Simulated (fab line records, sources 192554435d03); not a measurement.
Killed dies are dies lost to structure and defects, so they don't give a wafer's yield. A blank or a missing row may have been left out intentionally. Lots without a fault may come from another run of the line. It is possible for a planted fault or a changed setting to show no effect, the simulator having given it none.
Lot-split experiment + flow n5Finfet + 21 wafers read across 7 lots, on a route 1938 steps long

THE SPLIT
At N5_MOL_CONTACT_COAG_CONTACT_ETCH_14 (etches SiO2 in C4F6/O2, target depth 27.5 nm, overetch 8.5 nm, time 20 s), the setting sourceW was moved away from the recipe's 370 W on 7 of the 21 wafers read, by -16.4% to +16.0%. All remaining wafers had this setting at the recipe value.

Reading taken at the split's own step.

THE READING
rfVppV, in V, at N5_MOL_CONTACT_COAG_CONTACT_ETCH_14 (etches SiO2 in C4F6/O2, target depth 27.5 nm, overetch 8.5 nm, time 20 s). On this fab line, fault-free wafers typically give 692 V with a standard deviation of 4 V.

| wafer  | tool, chamber at the split | sourceW as run, W | against the recipe | rfVppV, V | against lot-mates on the recipe |
|--------|----------------------------|-------------------|--------------------|-----------|---------------------------------|
| L077.2 | rieDiel-04, 3              | 370               | recipe             | 693       | -                               |
| L077.3 | rieDiel-04, 0              | 309.5             | -16.4%             | 736       | +44                             |
| L077.4 | rieDiel-04, 1              | 370               | recipe             | 691       | -                               |
| L080.2 | rieDiel-05, 3              | 418.2             | +13.0%             | 676       | no lot-mate on the recipe       |
| L080.4 | rieDiel-05, 0              | 418.2             | +13.0%             | 662       | no lot-mate on the recipe       |
| L080.5 | rieDiel-05, 3              | 418.2             | +13.0%             | 675       | no lot-mate on the recipe       |
| L084.1 | rieDiel-05, 2              | 370               | recipe             | 685       | -                               |
| L084.2 | rieDiel-05, 0              | 370               | recipe             | 692       | -                               |
| L084.4 | rieDiel-05, 1              | 370               | recipe             | 694       | -                               |
| L085.2 | rieDiel-05, 2              | 370               | recipe             | 685       | -                               |
| L085.4 | rieDiel-05, 3              | 370               | recipe             | 699       | -                               |
| L085.5 | rieDiel-05, 1              | 370               | recipe             | 695       | -                               |
| L087.2 | rieDiel-04, 1              | 323               | -12.7%             | 717       | +27                             |
| L087.3 | rieDiel-04, 2              | 370               | recipe             | 690       | -                               |
| L087.5 | rieDiel-04, 2              | 323               | -12.7%             | 719       | +29                             |
| L090.2 | rieDiel-05, 2              | 370               | recipe             | 684       | -                               |
| L090.3 | rieDiel-05, 0              | 370               | recipe             | 692       | -                               |
| L090.5 | rieDiel-05, 3              | 370               | recipe             | 698       | -                               |
| L091.1 | rieDiel-03, 2              | 370               | recipe             | 693       | -                               |
| L091.4 | rieDiel-03, 2              | 429.3             | +16.0%             | 663       | -30                             |
| L091.6 | rieDiel-03, 3              | 370               | recipe             | 694       | -                               |

THE FIT
A straight line over all 21 wafers: rfVppV changes by -1.98 V for each +1% of sourceW; r = -0.95; the points scatter about the line by 5.5 V.
The same after taking each lot's own level away (the mean of its wafers on the recipe; 18 wafers): -2.25 V for each +1%; r = -0.96; scatter 4.5 V.
According to that fit, moving sourceW by its largest amount changes the reading by 37 V.
The span of the lots' own levels, 690.0 to 693.5 V, comes to 0.9 times the standard deviation stated above.
Hence the slope depends on the lot-to-lot level, as the two fits are not the same.
Check: +34.1 V against its lot-mates is what the line predicts for one of the wafers moved furthest among these (-16.4%) when that wafer is left out of the fit. It came out at +44 V against them.
Tool readings at the split's step, against how far the setting was moved: rfVppV r = -0.95.

THESE WAFERS: OTHER SPLITS
Note: prior to the reading, these wafers also went through further splits. Each is held against what the fit with the lots' levels taken away leaves over:
| other split on the same wafers       | wafers away from the commonest value | r with rfVppV (lot level and that fit taken away) |
|--------------------------------------|--------------------------------------|---------------------------------------------------|
| N5_SD_EPI_P_EPI_21 timeS             | 4                                    | +0.13                                             |
| N5_SDB_ALD_29 aldCycles              | 2                                    | -0.08                                             |
| N5_SDB_CMP_30 platenRpm              | 8                                    | +0.44                                             |
| N5_HKMG_FIN_COAT_06 spinRpm          | 7                                    | -0.13                                             |
| N5_HKMG_FIN_ETCH_32 biasW            | 5                                    | +0.04                                             |
| N5_MOL_CONTACT_COAG_EXPOSE_05 doseMj | 7                                    | +0.29                                             |

FILE'S OWN FIT
rfVppV changes by -2.29 V for each +1% of sourceW, r = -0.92.
